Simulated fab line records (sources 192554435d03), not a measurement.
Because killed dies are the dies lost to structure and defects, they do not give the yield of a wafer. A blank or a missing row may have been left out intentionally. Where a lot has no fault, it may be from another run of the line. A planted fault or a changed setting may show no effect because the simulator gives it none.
Matching of chambers    flow n5Finfet    N5_BEOL_M6_STRIP_19 on rieDiel-03 has 4 sister chambers
The step strips in O2. 8 wafers are shown with their chamber, then 9 later ones without.

== EACH WAFER AND ITS CHAMBER ==
wafer   chamber  showerheadPlenumPTorr (Torr)  throttleValvePct (%)
L085.4  1        2.02                          16.59
L085.6  2        2.21                          17.13
L090.1  0        2.16                          16.63
L090.2  2        2.21                          17.12
L090.3  3        2.09                          16.42
L090.4  1        2.01                          16.59
L090.5  0        2.16                          16.60
L090.6  3        2.09                          16.43

== WAFERS WITH NO CHAMBER GIVEN ==
wafer   showerheadPlenumPTorr (Torr)  throttleValvePct (%)
L094.2  2.16                          16.61
L094.4  2.21                          17.15
L094.5  2.21                          17.14
L095.2  2.16                          16.62
L095.5  2.01                          16.62
L095.6  2.21                          17.15
L096.2  2.16                          16.62
L096.3  2.09                          16.47
L096.5  2.01                          16.62

== CHAMBER TAKEN BY EACH ==
wafer   from the rows above  in truth
L094.2  0                    0
L094.4  2                    2
L094.5  2                    2
L095.2  0                    0
L095.5  1                    1
L095.6  2                    2
L096.2  0                    0
L096.3  3                    3
L096.5  1                    1
Placed correctly: 9 of 9. From these rows, 0 cannot be placed. Number placed wrongly: 0.
How it was worked out, from the rows above alone: a wafer's distance from a chamber is the root of the sum, over the readings, of the square of ((its reading less the chamber's mean) divided by the reading's scatter). The wafer belongs to the nearest chamber; if the next one is less than 2 further off, it can't be placed. The mean given for a chamber averages the wafers shown for that chamber. How the scatter is found: for the shown wafers, subtract from each reading the mean of its chamber, square and add these, divide the total by (wafers less chambers), then take the root.
